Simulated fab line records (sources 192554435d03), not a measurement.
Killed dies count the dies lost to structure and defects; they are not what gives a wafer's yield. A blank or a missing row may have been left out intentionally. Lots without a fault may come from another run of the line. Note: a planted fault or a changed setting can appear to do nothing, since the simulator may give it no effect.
Which tool is to blame?    flow n5Finfet    Sampling: 24 lots, 72 wafers, 6 of 1938 route steps

## WHAT EACH GAUGE READ, for each wafer
The record holds no reading of a measuring or inspecting step that can be judged against a usual standard deviation.

## WHICH TOOL RAN EACH LOT (tool, then ch and the chambers of the sampled wafers, then the start)
lot   N5_HKMG_FIN_ALD_91                  N5_GATE_CUT_ETCHBACK_30           N5_GATE_CUT_CMP_02            N5_GATE_CUT_DESCUM_18              N5_GATE_CUT_STRIP_41               N5_GATE_CUT_VAPOR_ETCH_49
L074  aldMetal-04 ch 0,2,3, day 4 04:56   rieMetal-01 ch 0,1, day 4 08:35   cmp-04 ch 1,3, day 4 11:15    rieDiel-04 ch 2,3, day 4 12:02     rieDiel-04 ch 2,3, day 4 12:16     rieMetal-02 ch 0,1, day 4 12:38
L075  aldMetal-02 ch 0,2, day 4 09:08     rieMetal-01 ch 1, day 4 12:49     cmp-01 ch 0,2,3, day 4 15:42  rieDiel-03 ch 0,1,3, day 4 16:38   rieDiel-03 ch 0,1,3, day 4 16:52   rieMetal-01 ch 0,1, day 4 17:14
L076  aldMetal-04 ch 0,1,2, day 4 16:11   rieMetal-02 ch 0,1, day 4 19:56   cmp-04 ch 1,2,3, day 4 22:55  rieDiel-03 ch 0,2,3, day 4 23:40   rieDiel-03 ch 0,2,3, day 4 23:54   rieMetal-01 ch 0,1, day 5 00:16
L077  aldMetal-04 ch 1,2,3, day 4 22:41   rieMetal-03 ch 0,1, day 5 02:19   cmp-01 ch 1,3, day 5 05:02    rieDiel-03 ch 0,2, day 5 05:49     rieDiel-03 ch 0,2, day 5 06:03     rieMetal-03 ch 0,1, day 5 06:25
L078  aldMetal-02 ch 0,1,3, day 5 08:29   rieMetal-02 ch 0, day 5 12:25     cmp-03 ch 1,3, day 5 15:34    rieDiel-02 ch 0,1,3, day 5 16:22   rieDiel-02 ch 0,1,3, day 5 16:35   rieMetal-02 ch 0, day 5 17:11
L079  aldMetal-04 ch 0,1,3, day 5 13:02   rieMetal-03 ch 0,1, day 5 16:45   cmp-04 ch 1,2, day 5 19:26    rieDiel-03 ch 1,2,3, day 5 20:13   rieDiel-03 ch 1,2,3, day 5 20:26   rieMetal-02 ch 0, day 5 21:03
L080  aldMetal-02 ch 1,2, day 5 20:02     rieMetal-02 ch 0, day 5 23:55     cmp-04 ch 0,1,2, day 6 02:50  rieDiel-03 ch 2,3, day 6 04:25     rieDiel-03 ch 2,3, day 6 04:38     rieMetal-02 ch 0,1, day 6 05:01
L081  aldMetal-04 ch 0,1,3, day 6 01:34   rieMetal-02 ch 0,1, day 6 05:34   cmp-04 ch 0,1,2, day 6 08:38  rieDiel-03 ch 0,1,2, day 6 09:25   rieDiel-03 ch 0,1,2, day 6 09:38   rieMetal-01 ch 0,1, day 6 10:01
L082  aldMetal-03 ch 1,2, day 6 08:13     rieMetal-03 ch 1, day 6 12:16     cmp-01 ch 0,1,2, day 6 14:59  rieDiel-04 ch 1,2,3, day 6 15:54   rieDiel-04 ch 1,2,3, day 6 16:07   rieMetal-01 ch 0,1, day 6 16:30
L083  aldMetal-03 ch 0,1,2, day 6 11:15   rieMetal-01 ch 0,1, day 6 15:01   cmp-01 ch 0,2,3, day 6 17:41  rieDiel-02 ch 0,2,3, day 6 18:35   rieDiel-02 ch 0,2,3, day 6 18:49   rieMetal-02 ch 0,1, day 6 19:11
L084  aldMetal-03 ch 0,1,3, day 6 20:34   rieMetal-01 ch 0,1, day 7 00:22   cmp-04 ch 0,1,2, day 7 03:05  rieDiel-02 ch 0,1, day 7 03:50     rieDiel-02 ch 0,1, day 7 04:04     rieMetal-03 ch 0,1, day 7 04:27
L085  aldMetal-04 ch 1,3, day 7 01:11     rieMetal-01 ch 1, day 7 05:07     cmp-03 ch 2,3, day 7 09:33    rieDiel-04 ch 2,3, day 7 10:45     rieDiel-04 ch 2,3, day 7 10:59     rieMetal-01 ch 0, day 7 11:22
L086  aldMetal-04 ch 2,3, day 7 08:14     rieMetal-03 ch 0, day 7 12:28     cmp-04 ch 0,1,2, day 7 16:15  rieDiel-03 ch 0,1,2, day 7 17:02   rieDiel-03 ch 0,1,2, day 7 17:16   rieMetal-03 ch 0,1, day 7 17:38
L087  aldMetal-02 ch 1,2,3, day 7 12:15   rieMetal-03 ch 0,1, day 7 15:53   cmp-01 ch 1,3, day 7 19:32    rieDiel-02 ch 0,1, day 7 20:25     rieDiel-02 ch 0,1, day 7 20:39     rieMetal-03 ch 0,1, day 7 21:02
L088  aldMetal-04 ch 0,3, day 7 20:03     rieMetal-03 ch 0,1, day 7 23:42   cmp-04 ch 1,2,3, day 8 02:44  rieDiel-04 ch 0,2, day 8 03:52     rieDiel-04 ch 0,2, day 8 04:05     rieMetal-02 ch 0,1, day 8 04:28
L089  aldMetal-04 ch 1,2, day 8 00:25     rieMetal-01 ch 0,1, day 8 04:08   cmp-03 ch 1,2, day 8 06:52    rieDiel-02 ch 0,3, day 8 07:38     rieDiel-02 ch 0,3, day 8 07:52     rieMetal-03 ch 0,1, day 8 08:14
L090  aldMetal-03 ch 0,1,3, day 8 04:47   rieMetal-02 ch 0,1, day 8 08:30   cmp-04 ch 0,2,3, day 8 11:26  rieDiel-03 ch 0,2,3, day 8 12:14   rieDiel-03 ch 0,2,3, day 8 12:28   rieMetal-02 ch 0,1, day 8 12:50
L091  aldMetal-04 ch 0,3, day 8 11:28     rieMetal-03 ch 0,1, day 8 15:26   cmp-03 ch 0,3, day 8 18:08    rieDiel-04 ch 0,1,3, day 8 19:01   rieDiel-04 ch 0,1,3, day 8 19:15   rieMetal-01 ch 0,1, day 8 19:37
L092  aldMetal-02 ch 0,1,3, day 8 18:29   rieMetal-02 ch 0,1, day 8 22:10   cmp-04 ch 0,1,3, day 9 01:05  rieDiel-02 ch 0,1,3, day 9 01:58   rieDiel-02 ch 0,1,3, day 9 02:11   rieMetal-02 ch 0,1, day 9 02:35
L093  aldMetal-03 ch 0,2,3, day 9 02:18   rieMetal-03 ch 0,1, day 9 05:57   cmp-04 ch 1,2,3, day 9 08:39  rieDiel-04 ch 0,1,2, day 9 09:34   rieDiel-04 ch 0,1,2, day 9 09:47   rieMetal-01 ch 0,1, day 9 10:10
L094  aldMetal-02 ch 1,2,3, day 9 03:50   rieMetal-03 ch 0,1, day 9 07:30   cmp-04 ch 0,2,3, day 9 10:14  rieDiel-03 ch 0,1,2, day 9 10:59   rieDiel-03 ch 0,1,2, day 9 11:13   rieMetal-03 ch 0,1, day 9 11:35
L095  aldMetal-04 ch 1,3, day 9 11:10     rieMetal-02 ch 0,1, day 9 14:49   cmp-04 ch 0,1,3, day 9 17:43  rieDiel-02 ch 0,1,3, day 9 18:38   rieDiel-02 ch 0,1,3, day 9 18:52   rieMetal-03 ch 0,1, day 9 19:15
L096  aldMetal-04 ch 1,3, day 10 01:28    rieMetal-02 ch 0,1, day 10 05:19  cmp-01 ch 0,1, day 10 08:02   rieDiel-03 ch 0,2,3, day 10 08:49  rieDiel-03 ch 0,2,3, day 10 09:02  rieMetal-01 ch 0,1, day 10 09:25
L097  aldMetal-03 ch 0,1,2, day 10 04:49  rieMetal-02 ch 0,1, day 10 08:28  cmp-01 ch 0,3, day 10 11:10   rieDiel-03 ch 0,1,2, day 10 11:55  rieDiel-03 ch 0,1,2, day 10 12:09  rieMetal-01 ch 0,1, day 10 12:31
- N5_HKMG_FIN_ALD_91: deposits TiN, target thk 1 nm, pulse time 1 s, purge time 3 s.
- N5_GATE_CUT_ETCHBACK_30: etches TiN in Cl2/Ar, target depth 3 nm.
- N5_GATE_CUT_CMP_02: polishes, stops on SiO2, t overpolish 12.7 s, target thk 0 nm.
- N5_GATE_CUT_DESCUM_18: chemistry O2, time 7 s.
- N5_GATE_CUT_STRIP_41: strips in CF4.
- N5_GATE_CUT_VAPOR_ETCH_49: etches TiAlC in BCl3/Cl2.

## AS READ BY THE TOOLS THEMSELVES (means over the sampled wafers that have a number; for cases with no such wafer, the mark the record gives instead)
N5_HKMG_FIN_ALD_91.
lot   tool         heaterPowerW (W)  precursorPulseHeightRel
L074  aldMetal-04  910               0.994
L075  aldMetal-02  792               1.005
L076  aldMetal-04  901               0.999
L077  aldMetal-04  883               1.010
L078  aldMetal-02  808               0.995
L079  aldMetal-04  882               1.007
L080  aldMetal-02  922               1.007
L081  aldMetal-04  887               0.998
L082  aldMetal-03  845               1.004
L083  aldMetal-03  861               1.004
L084  aldMetal-03  833               1.004
L085  aldMetal-04  885               0.981
L086  aldMetal-04  912               0.989
L087  aldMetal-02  873               0.996
L088  aldMetal-04  874               1.001
L089  aldMetal-04  913               0.991
L090  aldMetal-03  839               0.986
L091  aldMetal-04  891               1.004
L092  aldMetal-02  806               1.013
L093  aldMetal-03  836               1.015
L094  aldMetal-02  860               1.004
L095  aldMetal-04  885               0.999
L096  aldMetal-04  876               0.993
L097  aldMetal-03  856               1.025

N5_GATE_CUT_ETCHBACK_30.
lot   tool         biasW (W)  drypumpMotorCurrentA (A)  oesProductAu (a.u.)  throttleValvePct (%)
L074  rieMetal-01  60.11      5.4                       0.75                 20.82
L075  rieMetal-01  59.98      5.3                       0.66                 20.87
L076  rieMetal-02  59.80      6.2                       0.76                 20.71
L077  rieMetal-03  59.94      6.0                       0.71                 20.63
L078  rieMetal-02  60.07      6.2                       0.84                 20.71
L079  rieMetal-03  59.85      5.9                       0.76                 20.63
L080  rieMetal-02  59.91      6.2                       0.83                 20.71
L081  rieMetal-02  60.03      6.2                       0.88                 20.62
L082  rieMetal-03  60.19      5.8                       0.79                 20.62
L083  rieMetal-01  60.14      5.5                       0.73                 20.83
L084  rieMetal-01  60.16      5.5                       0.82                 20.78
L085  rieMetal-01  60.16      5.4                       0.64                 20.89
L086  rieMetal-03  59.81      6.1                       0.66                 20.67
L087  rieMetal-03  59.90      5.9                       0.74                 20.64
L088  rieMetal-03  59.94      5.9                       0.74                 20.64
L089  rieMetal-01  59.89      5.4                       0.72                 20.84
L090  rieMetal-02  60.02      6.2                       0.90                 20.55
L091  rieMetal-03  60.11      5.9                       0.74                 20.65
L092  rieMetal-02  60.06      6.2                       0.89                 20.55
L093  rieMetal-03  59.88      6.0                       0.69                 20.66
L094  rieMetal-03  60.19      5.9                       0.74                 20.64
L095  rieMetal-02  59.95      6.2                       0.84                 20.64
L096  rieMetal-02  59.96      6.2                       0.84                 20.64
L097  rieMetal-02  59.89      6.2                       0.87                 20.56

N5_GATE_CUT_CMP_02.
lot   tool    motorCurrentA (A)  overpolishRunS (s)  timeToEndpointS (s)
L074  cmp-04  7.7                12.697              24.1
L075  cmp-01  8.8                12.702              24.3
L076  cmp-04  7.9                12.694              27.0
L077  cmp-01  8.4                12.696              24.5
L078  cmp-03  9.7                12.705              24.6
L079  cmp-04  8.6                12.707              28.4
L080  cmp-04  9.4                12.709              25.1
L081  cmp-04  9.1                12.707              22.5
L082  cmp-01  8.9                12.706              23.9
L083  cmp-01  8.9                12.700              26.7
L084  cmp-04  9.4                12.697              26.3
L085  cmp-03  10.3               12.699              23.5
L086  cmp-04  9.4                12.699              25.4
L087  cmp-01  8.0                12.705              23.3
L088  cmp-04  8.6                12.697              23.7
L089  cmp-03  8.9                12.697              23.5
L090  cmp-04  8.9                12.698              25.1
L091  cmp-03  10.4               12.695              22.5
L092  cmp-04  9.0                12.704              24.2
L093  cmp-04  8.4                12.699              24.7
L094  cmp-04  9.4                12.708              24.6
L095  cmp-04  8.8                12.699              24.1
L096  cmp-01  8.8                12.703              27.5
L097  cmp-01  8.4                12.701              25.0

N5_GATE_CUT_DESCUM_18.
lot   tool        drypumpMotorCurrentA (A)  oesProductAu (a.u.)  rfVppV (V)  showerheadPlenumPTorr (Torr)  throttleValvePct (%)
L074  rieDiel-04  5.7                       0.70                 243.6       2.07                          20.55
L075  rieDiel-03  5.7                       0.76                 243.0       2.06                          20.47
L076  rieDiel-03  6.2                       0.79                 242.5       2.02                          20.43
L077  rieDiel-03  6.1                       0.77                 242.6       2.01                          20.48
L078  rieDiel-02  5.9                       0.75                 242.3       2.06                          20.23
L079  rieDiel-03  5.7                       0.75                 242.8       2.06                          20.41
L080  rieDiel-03  6.2                       0.79                 242.5       2.02                          20.38
L081  rieDiel-03  5.7                       0.72                 242.4       2.05                          20.46
L082  rieDiel-04  5.9                       0.72                 243.6       2.10                          20.48
L083  rieDiel-02  5.7                       0.71                 243.4       2.10                          20.38
L084  rieDiel-02  5.7                       0.76                 242.6       2.04                          20.39
L085  rieDiel-04  5.8                       0.71                 243.3       2.06                          20.59
L086  rieDiel-03  5.7                       0.72                 241.9       2.05                          20.47
L087  rieDiel-02  5.7                       0.76                 241.2       1.98                          20.15
L088  rieDiel-04  5.7                       0.68                 242.6       2.06                          20.63
L089  rieDiel-02  5.9                       0.72                 243.1       2.10                          20.48
L090  rieDiel-03  6.2                       0.76                 241.5       2.01                          20.45
L091  rieDiel-04  5.8                       0.72                 243.5       2.11                          20.56
L092  rieDiel-02  5.9                       0.83                 243.2       2.05                          20.14
L093  rieDiel-04  5.8                       0.81                 243.2       2.10                          20.41
L094  rieDiel-03  5.7                       0.83                 242.5       2.05                          20.36
L095  rieDiel-02  5.9                       0.82                 242.6       2.05                          20.15
L096  rieDiel-03  6.2                       0.74                 242.1       2.00                          20.48
L097  rieDiel-03  5.7                       0.81                 241.9       2.04                          20.37

N5_GATE_CUT_STRIP_41.
lot   tool        drypumpMotorCurrentA (A)  oesProductAu (a.u.)  rfVppV (V)  showerheadPlenumPTorr (Torr)  throttleValvePct (%)
L074  rieDiel-04  5.7                       0.164                272.0       1.79                          13.84
L075  rieDiel-03  5.7                       0.174                270.5       1.77                          13.62
L076  rieDiel-03  6.2                       0.182                269.5       1.73                          13.56
L077  rieDiel-03  6.1                       0.180                269.8       1.72                          13.64
L078  rieDiel-02  5.9                       0.177                270.6       1.77                          13.48
L079  rieDiel-03  5.7                       0.173                270.0       1.77                          13.59
L080  rieDiel-03  6.2                       0.185                269.8       1.74                          13.53
L081  rieDiel-03  5.6                       0.164                270.1       1.76                          13.66
L082  rieDiel-04  5.9                       0.168                271.5       1.81                          13.73
L083  rieDiel-02  5.7                       0.166                270.5       1.80                          13.63
L084  rieDiel-02  5.7                       0.176                270.4       1.76                          13.56
L085  rieDiel-04  5.8                       0.165                270.3       1.78                          13.85
L086  rieDiel-03  5.7                       0.165                271.5       1.76                          13.69
L087  rieDiel-02  5.7                       0.174                269.5       1.71                          13.39
L088  rieDiel-04  5.7                       0.157                270.2       1.78                          13.93
L089  rieDiel-02  5.9                       0.169                271.3       1.81                          13.71
L090  rieDiel-03  6.2                       0.174                270.1       1.73                          13.62
L091  rieDiel-04  5.8                       0.171                271.9       1.81                          13.77
L092  rieDiel-02  5.9                       0.189                270.7       1.76                          13.34
L093  rieDiel-04  5.8                       0.186                272.0       1.81                          13.62
L094  rieDiel-03  5.7                       0.181                269.5       1.75                          13.52
L095  rieDiel-02  5.9                       0.189                269.6       1.76                          13.36
L096  rieDiel-03  6.2                       0.176                270.1       1.72                          13.66
L097  rieDiel-03  5.7                       0.185                269.3       1.75                          13.54

N5_GATE_CUT_VAPOR_ETCH_49.
lot   tool         drypumpMotorCurrentA (A)  oesProductAu (a.u.)
L074  rieMetal-02  6.2                       0.68
L075  rieMetal-01  5.4                       0.75
L076  rieMetal-01  5.4                       0.75
L077  rieMetal-03  6.0                       0.71
L078  rieMetal-02  6.2                       0.85
L079  rieMetal-02  6.2                       0.83
L080  rieMetal-02  6.2                       0.89
L081  rieMetal-01  5.5                       0.74
L082  rieMetal-01  5.5                       0.83
L083  rieMetal-02  6.2                       0.93
L084  rieMetal-03  6.0                       0.70
L085  rieMetal-01  5.6                       0.90
L086  rieMetal-03  6.0                       0.70
L087  rieMetal-03  6.0                       0.70
L088  rieMetal-02  6.2                       0.87
L089  rieMetal-03  6.0                       0.70
L090  rieMetal-02  6.2                       0.86
L091  rieMetal-01  5.4                       0.72
L092  rieMetal-02  6.2                       0.89
L093  rieMetal-01  5.5                       0.81
L094  rieMetal-03  6.0                       0.70
L095  rieMetal-03  5.9                       0.74
L096  rieMetal-01  5.4                       0.72
L097  rieMetal-01  5.5                       0.79

## THE ANSWER, worked out from the rows above alone
Rule: usual is defined by the lots themselves. Put in order of their means at a reading, lots are off if they are a third of the lots or fewer, leave a main group of 4 or more, and stand apart from it by a gap of 3 or more times the standard deviation of the main group's means; of several such gaps the widest counts. A main group is skipped when, at the precision printed for the reading in the tables above, its means are all equal. Also off: a lot with no number at a reading for which 4 or more lots have one. Any other lot the step has rows for is counted as sound. The gauges are gone through in route order, then the tools' own readings, and for those a lot's mean is taken as printed above. The first step at which some lot is off is used, and at that step the reading that is off furthest; a lot without a number counts as furthest.
Across all readings shown, no lot is off: no conclusion can be drawn from this.

## WHAT THE SIMULATOR HAD INSERTED
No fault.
